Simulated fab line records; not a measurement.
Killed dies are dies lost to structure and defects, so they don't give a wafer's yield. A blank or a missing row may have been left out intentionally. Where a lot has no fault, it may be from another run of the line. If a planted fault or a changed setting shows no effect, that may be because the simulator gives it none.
fab line records -- flow n5-finfet
[record] lots = 6, wafers = 18, last-day = 18
route steps=1938 shown BEOL_M8@1386 PASSIVATION@1936
lots with no fault: from the same line, run without faults
start-h: hours from the record's opening day to when the first of the lot's shown wafers began -- wait-h: time in hours since the lot's previous step -- " identical to the entry in the row above -- L1.1+2: a row that stands for several wafers -- - either no value or no given start -- * or withheld: withheld -- < > ~ a bound
route shown NAME@n: names a module that has steps shown in the file, with the first one's number in the route -- usual: the fault-free wafers' mean and standard deviation -- same: alike in all rows -- chamber/n: place in a boat -- sites: the reading at each site -- _std_site: standard deviation of those values -- _edge_site: mean of outer sites minus mean of inner sites -- radius-mm: for every site, how far away it sits from the centre of the wafer -- mask NAME#n: copy n -- behind: the last tool/chamber to shape the wafer -- hold: reason for holding the lot/hours on hold/outcome of the hold -- device: transistor that didn't switch, given as n, p or np -- end of line: tests run on the same wafers once the route is complete -- a step with no rows: only its recipe -- killed: dies that structure and defects cost at the first sort, which is not the same as the wafer's yield -- map: the dies of a wafer, with x for killed, . for not killed, _ for no die there
set.NAME: the run value of the setting; set.NAME@STEP: its run value at that earlier step -- model.NAME: the simulator's own value behind a step, which no gauge read
lots at some steps of the route; a table a step, a row a wafer
services: when a tool's chamber went out of use (start-h, in hours from the record's first day, below 0 if earlier), for how many hours, and the reason
[[steps]]
[step N5_BEOL_M8_CURE_75]
[recipe] temp-c = 370, time-s = 120, ambient = DMADMS/He, material = SiCOH_lowk
[usual] lamp-power-pct = 52.32/0.053, wafer_temp_C_max = 371.6/0.67
lot.wafer,tool,chamber,start-h,wait-h,lamp-power-pct,wafer_temp_C_max
L313.2,uv-cure-02,1,266.91,0.1,52.41,371.8
L313.4,uv-cure-02,1,266.91,0.1,52.33,371.5
L313.5,uv-cure-02,1,266.91,0.1,52.33,372.0
L314.1,uv-cure-03,1,271.30,0.0,52.37,371.8
L314.4,uv-cure-03,1,271.30,0.0,52.27,371.9
L314.6,uv-cure-03,1,271.30,0.0,52.31,371.8
L315.2,uv-cure-03,0,272.03,0.1,52.21,370.8
L315.5,uv-cure-03,0,272.03,0.1,52.29,370.7
L315.6,uv-cure-03,0,272.03,0.1,52.28,370.8
L320.1,uv-cure-02,1,312.51,0.2,52.30,371.8
L320.2,uv-cure-02,1,312.51,0.2,52.28,372.4
L320.4,uv-cure-02,1,312.51,0.2,52.34,372.6
L326.2,uv-cure-01,0,340.41,0.1,52.31,371.3
L326.3,uv-cure-01,0,340.41,0.1,52.32,371.6
L326.5,uv-cure-01,0,340.41,0.1,52.32,371.9
L332.2,uv-cure-01,2,375.10,0.1,52.40,370.5
L332.5,uv-cure-01,2,375.10,0.1,52.31,371.3
L332.6,uv-cure-01,2,375.10,0.1,52.38,371.4
[step N5_BEOL_M8_DEGAS_44]
[recipe] ambient = vacuum, temp-c = 250, time-s = 60
[step N5_BEOL_M8_PRE_CLEAN_45]
[recipe] gas = H2/He, time-s = 30, temp-c = 250
[step N5_BEOL_M8_ALD_77]
[recipe] material = TaN, target-thk-a = 20, temp-c = 275, ald-precursor-family = PDMAT, ald-co-reactant = NH3, pressure-torr = 3, carrier-flow-sccm = 1500, pulse-time-s = 2, purge-time-s = 3, co-reactant-purge-time-s = 2, co-reactant-pulse-time-s = 3, ald-cycles = 40, precursor-vessel-temp-c = 75, precursor-vessel-pressure-torr = 26.25, precursor-vessel-carrier-sccm = 1000
[usual] heater-power-w = 367/43
[same] ald-cycles = 40, co-reactant-purge-time-s = 2
lot.wafer,tool,chamber,start-h,wait-h,heater-power-w
L313.2,ald-metal-02,2,267.45,0.0,332
L313.4,ald-metal-02,0,267.45,0.0,365
L313.5,ald-metal-02,2,267.45,0.0,336
L314.1,ald-metal-04,1,272.43,0.1,380
L314.4,ald-metal-04,2,272.43,0.1,373
L314.6,ald-metal-04,1,272.43,0.1,383
L315.2,ald-metal-02,0,272.65,0.1,367
L315.5,ald-metal-02,1,272.65,0.1,300
L315.6,ald-metal-02,0,272.65,0.1,353
L320.1,ald-metal-04,2,312.95,0.0,363
L320.2,ald-metal-04,1,312.95,0.0,380
L320.4,ald-metal-04,0,312.95,0.0,370
L326.2,ald-metal-02,2,340.79,0.0,328
L326.3,ald-metal-02,3,340.79,0.0,446
L326.5,ald-metal-02,0,340.79,0.0,358
L332.2,ald-metal-04,0,375.65,0.1,376
L332.5,ald-metal-04,1,375.65,0.1,377
L332.6,ald-metal-04,0,375.65,0.1,362
[step N5_BEOL_M8_SURFACE_TREAT_79]
[recipe] gas = Ar, time-s = *, ion-energy-ev = *, ion-current-ma-cm2 = 0.5, pressure-mtorr = *, ar-flow-sccm = 30
[usual] throttle-valve-pct = *
lot.wafer,tool,chamber,start-h,wait-h,throttle-valve-pct
L313.2,pvd-sputter-01,-,267.83,0.2,*
L313.4,pvd-sputter-01,-,267.83,0.2,*
L313.5,pvd-sputter-01,-,267.83,0.2,*
L314.1,pvd-sputter-01,-,272.87,0.3,*
L314.4,pvd-sputter-01,-,272.87,0.3,*
L314.6,pvd-sputter-01,-,272.87,0.3,*
L315.2,pvd-sputter-03,-,272.98,0.2,*
L315.5,pvd-sputter-03,-,272.98,0.2,*
L315.6,pvd-sputter-03,-,272.98,0.2,*
L320.1,pvd-sputter-02,-,313.34,0.3,*
L320.2,pvd-sputter-02,-,313.34,0.3,*
L320.4,pvd-sputter-02,-,313.34,0.3,*
L326.2,pvd-sputter-03,-,341.07,0.2,*
L326.3,pvd-sputter-03,-,341.07,0.2,*
L326.5,pvd-sputter-03,-,341.07,0.2,*
L332.2,pvd-sputter-03,-,376.09,0.3,*
L332.5,pvd-sputter-03,-,376.09,0.3,*
L332.6,pvd-sputter-03,-,376.09,0.3,*
[step N5_BEOL_M8_CVD_78]
[recipe] material = Co, target-thk-a = 20, temp-c = withheld, precursor = CCTBA/H2, pressure-torr = 30, time-s = 142.3
[step N5_BEOL_M8_SPUTTER_48]
[recipe] material = Cu, target-thk-a = 100, temp-c = -20, bias-v = 60, power-w = 26000, chamber-pressure-pa = 0.13, time-s = 1.667
[step N5_BEOL_M8_ECD_50]
[recipe] material = Cu, target-thk-a = 3000
[step N5_BEOL_M8_ANNEAL_51]
[recipe] temp-c = 225, time-s = 90, ambient = N2
[usual] wafer_temp_C_max = 226.02/0.24
lot.wafer,tool,chamber,start-h,wait-h,wafer_temp_C_max
L313.2,rtp-anneal-01,0,268.30,0.1,226.00
L313.4,rtp-anneal-01,0,268.30,0.1,226.09
L313.5,rtp-anneal-01,0,268.30,0.1,226.26
L314.1,rtp-anneal-01,0,273.50,0.3,226.31
L314.4,rtp-anneal-01,0,273.50,0.3,225.69
L314.6,rtp-anneal-01,0,273.50,0.3,226.18
L315.2,rtp-anneal-01,0,273.82,0.5,225.82
L315.5,rtp-anneal-01,0,273.82,0.5,226.14
L315.6,rtp-anneal-01,0,273.82,0.5,226.37
L320.1,rtp-anneal-01,0,314.43,0.8,225.98
L320.2,rtp-anneal-01,0,314.43,0.8,225.69
L320.4,rtp-anneal-01,0,314.43,0.8,225.72
L326.2,rtp-anneal-01,0,341.66,0.1,226.11
L326.3,rtp-anneal-01,0,341.66,0.1,226.02
L326.5,rtp-anneal-01,0,341.66,0.1,225.90
L332.2,rtp-anneal-02,0,377.56,0.9,225.53
L332.5,rtp-anneal-02,0,377.56,0.9,226.64
L332.6,rtp-anneal-02,0,377.56,0.9,226.17
[step N5_BEOL_M8_CMP_52]
[recipe] stop-on = SiCOH_lowk, t-overpolish-s = 6.9, down-force-psi = 1, platen-rpm = 50, clearing-platen-down-force-psi = 1.5, clearing-platen-rpm = 50, post-cmp-clean = cu-alkaline, target-thk-nm = 80, clearing-platen-pad-velocity-m-s = 0.99484, pad-velocity-m-s = 0.99484
[usual] barrier-field-endpoint-s = 28.6/0.76, head-pressure-psi = 1.0000/0.0023, motor-current-A = 5.9/0.57, overpolish-run-s = 6.900/0.01, time-to-endpoint-s = 60/3.2
lot.wafer,tool,chamber,start-h,wait-h,barrier-field-endpoint-s,head-pressure-psi,motor-current-A,overpolish-run-s,time-to-endpoint-s
L313.2,cmp-04,0,268.60,0.3,27.5,0.9997,7.0,6.902,56
L313.4,cmp-04,1,268.60,0.3,28.7,0.9969,6.0,6.896,59
L313.5,cmp-04,3,268.60,0.3,29.5,0.9982,5.9,6.910,63
L314.4,cmp-03,1,273.80,0.1,27.6,0.9981,6.1,6.918,55
L314.1,cmp-03,2,273.80,0.1,28.0,1.0022,5.1,6.908,58
L314.6,cmp-03,1,273.80,0.1,28.1,0.9996,5.7,6.909,55
L315.2,cmp-03,0,274.16,0.3,28.3,0.9997,5.9,6.878,61
L315.5,cmp-03,2,274.16,0.3,28.0,1.0006,5.1,6.892,60
L315.6,cmp-03,3,274.16,0.3,28.3,1.0007,5.6,6.899,61
L320.2,cmp-03,3,314.74,0.2,28.5,0.9996,5.5,6.904,65
L320.4,cmp-03,0,314.74,0.2,28.8,0.9996,6.0,6.888,60
L320.1,cmp-03,1,314.74,0.2,28.6,0.9970,5.6,6.906,63
L326.3,cmp-04,1,341.95,0.2,27.5,0.9999,6.1,6.900,57
L326.2,cmp-04,3,341.95,0.2,27.1,0.9995,5.7,6.897,57
L326.5,cmp-04,0,341.95,0.2,27.5,0.9984,6.9,6.900,52
L332.2,cmp-04,1,377.85,0.2,28.7,1.0029,5.9,6.889,58
L332.6,cmp-04,0,377.85,0.2,28.0,1.0010,7.0,6.900,59
L332.5,cmp-04,1,377.85,0.2,28.9,0.9997,5.9,6.896,59
[step N5_BEOL_M8_THK_MEAS_53]
[recipe] thk-meas-gauge = xrf, reads = Cu_of_BEOL_M8_ECD_50
[usual] M8_THK = 79.3/1.7
lot.wafer,tool,chamber,start-h,wait-h,M8_THK[nm]
L313.2,film-metro-01,-,268.86,-,79.8
L313.4,film-metro-01,-,268.86,-,81.1
L313.5,film-metro-01,-,268.86,-,81.9
L314.1,film-metro-01,-,274.09,-,79.2
L314.4,film-metro-01,-,274.09,-,77.6
L314.6,film-metro-01,-,274.09,-,78.1
L315.2,film-metro-02,-,274.38,-,80.2
L315.5,film-metro-02,-,274.38,-,79.9
L315.6,film-metro-02,-,274.38,-,82.4
L320.1,film-metro-02,-,315.04,-,80.8
L320.2,film-metro-02,-,315.04,-,83.9
L320.4,film-metro-02,-,315.04,-,82.5
L326.2,film-metro-02,-,342.21,-,79.4
L326.3,film-metro-02,-,342.21,-,78.4
L326.5,film-metro-02,-,342.21,-,75.8
L332.2,film-metro-02,-,378.11,-,78.4
L332.5,film-metro-02,-,378.11,-,78.3
L332.6,film-metro-02,-,378.11,-,77.5
[step N5_BEOL_M8_PRE_CLEAN_55]
[recipe] gas = NH3, time-s = 15, temp-c = withheld, rf-power-w = 300
[step N5_BEOL_M8_DEP_56]
[recipe] material = SiCN, target-thk-a = 100, temp-c = withheld, precursor = 3MS/NH3, pressure-torr = 3, rf-w = 202, time-s = 17.5
[usual] showerhead-plenum-p-Torr = 3.674/0.015, throttle-valve-pct = 9.2/0.94
lot.wafer,tool,chamber,start-h,wait-h,showerhead-plenum-p-Torr,throttle-valve-pct
L313.2,pecvd-04,0,268.92,0.0,3.669,8.7
L313.4,pecvd-04,1,268.92,0.0,3.649,9.7
L313.5,pecvd-04,2,268.92,0.0,3.685,8.7
L313.2,pecvd-04,0,269.12,0.2,3.663,8.6
L313.4,pecvd-04,1,269.12,0.2,3.664,9.6
L313.5,pecvd-04,2,269.12,0.2,3.678,8.7
L314.1,pecvd-03,0,274.16,0.0,3.654,10.8
L314.4,pecvd-03,0,274.16,0.0,3.657,10.9
L314.6,pecvd-03,1,274.16,0.0,3.691,9.7
L315.2,pecvd-03,0,274.44,0.0,3.663,11.0
L315.5,pecvd-03,0,274.44,0.0,3.658,11.2
L315.6,pecvd-03,2,274.44,0.0,3.675,8.3
L320.1,pecvd-03,1,315.10,0.0,3.679,9.4
L320.2,pecvd-03,0,315.10,0.0,3.656,11.1
L320.4,pecvd-03,1,315.10,0.0,3.693,9.7
L320.1,pecvd-03,1,315.30,0.2,3.683,9.7
L320.2,pecvd-03,0,315.30,0.2,3.662,10.9
L320.4,pecvd-03,1,315.30,0.2,3.688,9.6
L326.2,pecvd-03,2,342.27,0.0,3.683,8.0
L326.3,pecvd-03,0,342.27,0.0,3.658,10.9
L326.5,pecvd-03,1,342.27,0.0,3.688,9.5
L332.2,pecvd-03,2,378.17,0.0,3.676,8.5
L332.5,pecvd-03,0,378.17,0.0,3.662,11.4
L332.6,pecvd-03,1,378.17,0.0,3.694,9.4
[step N5_BEOL_M8_RS_MEAS_57]
[recipe] thk-meas-gauge = four-point-probe, reads = Cu_of_BEOL_M8_ECD_50+Co_of_BEOL_M8_CVD_78+TaN_of_BEOL_M8_ALD_77
[usual] M8_RS = 0.290/0.0072
lot.wafer,tool,chamber,start-h,wait-h,M8_RS[ohm/sq]
L313.2,film-metro-01,-,269.19,0.1,0.289
L313.4,film-metro-01,-,269.19,0.1,0.285
L313.5,film-metro-01,-,269.19,0.1,0.281
L314.1,film-metro-02,-,274.22,0.1,0.290
L314.4,film-metro-02,-,274.22,0.1,0.297
L314.6,film-metro-02,-,274.22,0.1,0.295
L315.2,film-metro-01,-,274.51,0.1,0.284
L315.5,film-metro-01,-,274.51,0.1,0.285
L315.6,film-metro-01,-,274.51,0.1,0.275
L320.1,film-metro-02,-,315.37,0.1,0.284
L320.2,film-metro-02,-,315.37,0.1,0.271
L320.4,film-metro-02,-,315.37,0.1,0.277
L326.2,film-metro-02,-,342.34,0.1,0.292
L326.3,film-metro-02,-,342.34,0.1,0.297
L326.5,film-metro-02,-,342.34,0.1,0.308
L332.2,film-metro-01,-,378.24,0.1,0.295
L332.5,film-metro-01,-,378.24,0.1,0.295
L332.6,film-metro-01,-,378.24,0.1,0.298
[step N5_PASSIVATION_PROBE_49]
[usual] defect-limited-yield = 91.2/1.4, killed_at_M0_to_M3 = 34/9.4, killed_at_M4_up = 14/5.6, killed-at-contacts = 13/7.8, killed-at-front-end = 37/10, killed-at-other = 4/3.3, killed-dies = 103/17, killed-open = 68/13, killed-short = 33/8.2, sort_bin_5_function = 5.1/0.92, sort_bin_6_memory = 3.3/0.71, sort-n-pass = 1077/17, sort-yield-pct = 91.2/1.4
[same] gross-dies = 1180, killed-at-back-side = 0, sort_bin_4_leakage[%] = 0, sort_bin_8_speed[%] = 0
lot.wafer,tool,chamber,start-h,wait-h,defect-limited-yield[%],killed_at_M0_to_M3,killed_at_M4_up,killed-at-contacts,killed-at-front-end,killed-at-other,killed-dies,killed-open,killed-short,sort_bin_5_function[%],sort_bin_6_memory[%],sort-n-pass,sort-yield-pct[%]
L313.2,prober-01,-,334.04,0.1,91.7,22,12,22,38,4,98,61,29,4.2,3.3,1082,91.7
L313.4,prober-01,-,334.14,0.2,92.2,19,23,17,32,1,92,69,21,4.4,3.1,1088,92.2
L313.5,prober-01,-,334.19,0.2,90.1,41,25,20,30,1,117,87,26,6.1,3.6,1063,90.1
L315.2,prober-01,-,338.19,0.1,89.0,33,13,20,55,9,130,90,39,5.3,4.9,1050,89.0
L315.5,prober-01,-,338.34,0.2,92.4,35,13,7,33,2,90,59,28,4.2,3.3,1090,92.4
L315.6,prober-01,-,338.39,0.3,90.4,48,10,10,28,17,113,68,44,5.4,3.8,1067,90.4
L314.1,prober-01,-,342.57,0.0,90.2,25,20,12,58,1,116,82,31,5.7,4.0,1064,90.2
L314.4,prober-01,-,342.72,0.2,91.9,44,12,9,26,4,95,62,31,4.6,3.1,1085,91.9
L314.6,prober-01,-,342.82,0.3,90.5,27,21,15,45,4,112,77,31,5.8,3.3,1068,90.5
L320.1,prober-01,-,377.92,0.0,91.4,43,22,8,27,1,101,71,29,5.5,2.6,1079,91.4
L320.2,prober-01,-,377.97,0.1,89.6,48,21,6,47,1,123,91,32,6.1,3.8,1057,89.6
L320.4,prober-01,-,378.07,0.2,90.5,54,11,7,38,2,112,63,41,4.5,3.6,1068,90.5
L326.2,prober-01,-,407.94,0.1,89.7,35,13,19,51,4,122,77,45,6.3,3.6,1058,89.7
L326.3,prober-01,-,407.99,0.1,88.6,43,17,15,58,2,135,79,54,6.6,4.2,1045,88.6
L326.5,prober-01,-,408.09,0.2,90.3,30,15,24,43,2,114,76,38,6.1,3.5,1066,90.3
L332.2,prober-02,-,441.06,0.2,90.8,37,18,8,45,1,109,75,33,4.9,4.1,1071,90.8
L332.5,prober-02,-,441.21,0.3,90.2,51,17,9,37,2,116,59,55,5.7,3.6,1064,90.2
L332.6,prober-02,-,441.26,0.4,91.9,43,21,11,17,4,96,67,26,4.2,3.6,1084,91.9
// killed by level:class
L313.2 MOL_CONTACT_COAG:geometric-particle:open=16 GATE_CUT:geometric-particle:short=12 FIN_SAQP:geometric-particle:open=8 MOL_CONTACT_COAG:geometric-particle:short=6 BEOL_M2:geometric-particle:open=6 BEOL_M3:geometric-particle:open=6 HKMG_FIN:area-etch=6 BEOL_M0_SAQP:geometric-particle:open=4
L313.4 MOL_CONTACT_COAG:geometric-particle:open=14 BEOL_M4:geometric-particle:open=9 FIN_SAQP:geometric-particle:open=8 BEOL_M2:geometric-particle:open=6 STARTING-WAFER:geometric-particle:open=5 DUMMY_GATE:geometric-particle:open=4 BEOL_M0_SAQP:geometric-particle:open=4 FIN_SAQP:geometric-particle:short=3
L313.5 MOL_CONTACT_COAG:geometric-particle:open=15 FIN_SAQP:geometric-particle:open=12 BEOL_M3:geometric-particle:open=8 BEOL_M0_SAQP:geometric-particle:open=8 BEOL_M2:geometric-particle:open=8 BEOL_M4:geometric-particle:open=8 BEOL_M1:geometric-particle:open=6 BEOL_M5:geometric-particle:open=6
L315.2 STI_FIN_REVEAL:geometric-particle:open=19 MOL_CONTACT_COAG:geometric-particle:open=15 FIN_SAQP:geometric-particle:open=13 BEOL_M2:geometric-particle:open=8 FIN_SAQP:geometric-particle:short=7 BEOL_M1:geometric-particle:open=5 MOL_CONTACT_COAG:geometric-particle:short=5 BEOL_M4:geometric-particle:open=5
L315.5 BEOL_M2:geometric-particle:open=11 STI_FIN_REVEAL:geometric-particle:open=9 BEOL_M0_SAQP:geometric-particle:short=7 BEOL_M3:geometric-particle:open=7 FIN_SAQP:geometric-particle:short=6 MOL_CONTACT_COAG:geometric-particle:open=6 FIN_SAQP:geometric-particle:open=4 BEOL_M4:geometric-particle:open=4
L315.6 BEOL_M0_SAQP:geometric-particle:open=11 BEOL_M2:geometric-particle:open=11 PAD_METAL:geometric-particle:short=9 MOL_CONTACT_COAG:geometric-particle:open=7 BEOL_M4:geometric-particle:open=6 FIN_SAQP:geometric-particle:short=5 STI_FIN_REVEAL:geometric-particle:open=5 BEOL_M1:geometric-particle:open=5
L314.1 MOL_CONTACT_COAG:geometric-particle:open=11 FIN_SAQP:geometric-particle:short=10 FIN_SAQP:geometric-particle:open=9 STI_FIN_REVEAL:geometric-particle:open=9 GATE_CUT:geometric-particle:open=8 BEOL_M4:geometric-particle:open=8 BEOL_M2:geometric-particle:open=6 GATE_CUT:geometric-particle:short=5
L314.4 BEOL_M3:geometric-particle:open=12 BEOL_M0_SAQP:geometric-particle:open=11 FIN_SAQP:geometric-particle:short=9 BEOL_M0_SAQP:geometric-particle:short=9 MOL_CONTACT_COAG:geometric-particle:open=9 BEOL_M2:geometric-particle:open=7 FIN_SAQP:geometric-particle:open=5 BEOL_M4:geometric-particle:open=4
L314.6 MOL_CONTACT_COAG:geometric-particle:open=12 STI_FIN_REVEAL:geometric-particle:open=11 BEOL_M3:geometric-particle:open=8 BEOL_M4:geometric-particle:open=8 FIN_SAQP:geometric-particle:short=6 FIN_SAQP:geometric-particle:open=5 BEOL_M2:geometric-particle:open=5 BEOL_M0_SAQP:geometric-particle:open=4
L320.1 BEOL_M0_SAQP:geometric-particle:open=18 BEOL_M0_SAQP:geometric-particle:short=12 STI_FIN_REVEAL:geometric-particle:open=11 MOL_CONTACT_COAG:geometric-particle:open=8 BEOL_M5:geometric-particle:open=7 BEOL_M2:geometric-particle:open=6 GATE_CUT:geometric-particle:short=5 BEOL_M1:geometric-particle:open=5
L320.2 STI_FIN_REVEAL:geometric-particle:open=16 BEOL_M0_SAQP:geometric-particle:open=15 BEOL_M0_SAQP:geometric-particle:short=11 FIN_SAQP:geometric-particle:open=9 BEOL_M5:geometric-particle:open=9 BEOL_M1:geometric-particle:open=8 BEOL_M2:geometric-particle:open=7 MOL_CONTACT_COAG:geometric-particle:open=6
L320.4 BEOL_M0_SAQP:geometric-particle:short=18 BEOL_M0_SAQP:geometric-particle:open=11 FIN_SAQP:geometric-particle:open=9 BEOL_M2:geometric-particle:open=8 FIN_SAQP:geometric-particle:short=7 BEOL_M1:geometric-particle:open=7 HKMG_FIN:area-etch=7 BEOL_M0:geometric-particle:short=6
L326.2 MOL_CONTACT_COAG:geometric-particle:open=14 STI_FIN_REVEAL:geometric-particle:open=14 BEOL_M3:geometric-particle:open=9 BEOL_M1:geometric-particle:open=8 STI_FIN_REVEAL:geometric-particle:short=7 FIN_SAQP:geometric-particle:short=7 BEOL_M0_SAQP:geometric-particle:open=6 BEOL_M4:geometric-particle:open=5
L326.3 FIN_SAQP:geometric-particle:short=20 BEOL_M0_SAQP:geometric-particle:short=14 FIN_SAQP:geometric-particle:open=11 MOL_CONTACT_COAG:geometric-particle:open=11 STI_FIN_REVEAL:geometric-particle:open=9 BEOL_M0_SAQP:geometric-particle:open=9 BEOL_M4:geometric-particle:open=8 BEOL_M3:geometric-particle:open=6
L326.5 MOL_CONTACT_COAG:geometric-particle:open=20 FIN_SAQP:geometric-particle:short=13 BEOL_M2:geometric-particle:open=9 FIN_SAQP:geometric-particle:open=6 DUMMY_GATE:geometric-particle:open=5 BEOL_M0_SAQP:geometric-particle:short=5 STI_FIN_REVEAL:geometric-particle:open=4 MOL_CONTACT_COAG:geometric-particle:short=4
L332.2 STI_FIN_REVEAL:geometric-particle:open=19 BEOL_M4:geometric-particle:open=10 FIN_SAQP:geometric-particle:open=6 FIN_SAQP:geometric-particle:short=6 MOL_CONTACT_COAG:geometric-particle:open=6 BEOL_M3:geometric-particle:open=6 BEOL_M1:geometric-particle:short=5 BEOL_M1:geometric-particle:open=5
L332.5 BEOL_M0_SAQP:geometric-particle:short=15 BEOL_M0_SAQP:geometric-particle:open=10 DUMMY_GATE:geometric-particle:open=10 BEOL_M4:geometric-particle:open=9 FIN_SAQP:geometric-particle:short=7 DUMMY_GATE:geometric-particle:short=7 MOL_CONTACT_COAG:geometric-particle:open=7 FIN_SAQP:geometric-particle:open=5
L332.6 BEOL_M4:geometric-particle:open=14 BEOL_M1:geometric-particle:open=12 MOL_CONTACT_COAG:geometric-particle:open=7 BEOL_M0_SAQP:geometric-particle:short=7 BEOL_M0_SAQP:geometric-particle:open=7 BEOL_M1:geometric-particle:short=6 BEOL_M2:geometric-particle:open=5 FIN_SAQP:geometric-particle:open=4
[[services]]
tool,chamber,start-h,hours,kind
cmp-03,-,245.72,-,consumable-replace:conditioner
cmp-03,-,245.72,-,consumable-replace:pad
cmp-04,-,247.92,6.8,repair
cmp-03,-,248.25,0.3,repair
cmp-04,-,255.67,2.2,repair
uv-cure-01,-,259.51,2.1,pm
pecvd-03,1,263.70,5.5,scheduled-down
uv-cure-03,-,272.28,3.4,pm
ald-metal-02,1,280.75,5.6,repair
uv-cure-02,-,286.38,1.0,pm
cmp-03,-,290.81,6.8,pm
uv-cure-03,-,304.09,6.0,pm
pecvd-04,-,305.66,14.0,repair
uv-cure-03,-,311.70,3.2,repair
cmp-03,-,320.15,1.3,repair
cmp-04,-,323.67,4.0,pm
cmp-04,-,327.67,-,consumable-replace:conditioner
cmp-04,-,327.67,-,consumable-replace:pad
cmp-03,-,355.18,6.8,pm
pecvd-04,0,359.54,2.1,scheduled-down
pecvd-03,-,366.32,6.0,pm
pecvd-04,2,368.09,2.1,scheduled-down
cmp-03,-,368.57,0.9,repair
[[key]]
[first-sign] step = N5_BEOL_M8_DEP_56, reading = visit, direction = added
effect none on later readings
met-at N5_BEOL_M8_DEP_56
struck-wafers L313.2,L313.4,L313.5,L320.1,L320.2,L320.4
[fault] kind = repeated-step-whole, tool = pecvd-01,pecvd-03,pecvd-04, chamber = -, onset-h = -, steps = N5_BEOL_M8_DEP_56, times = 1, scope = struck-lots-only
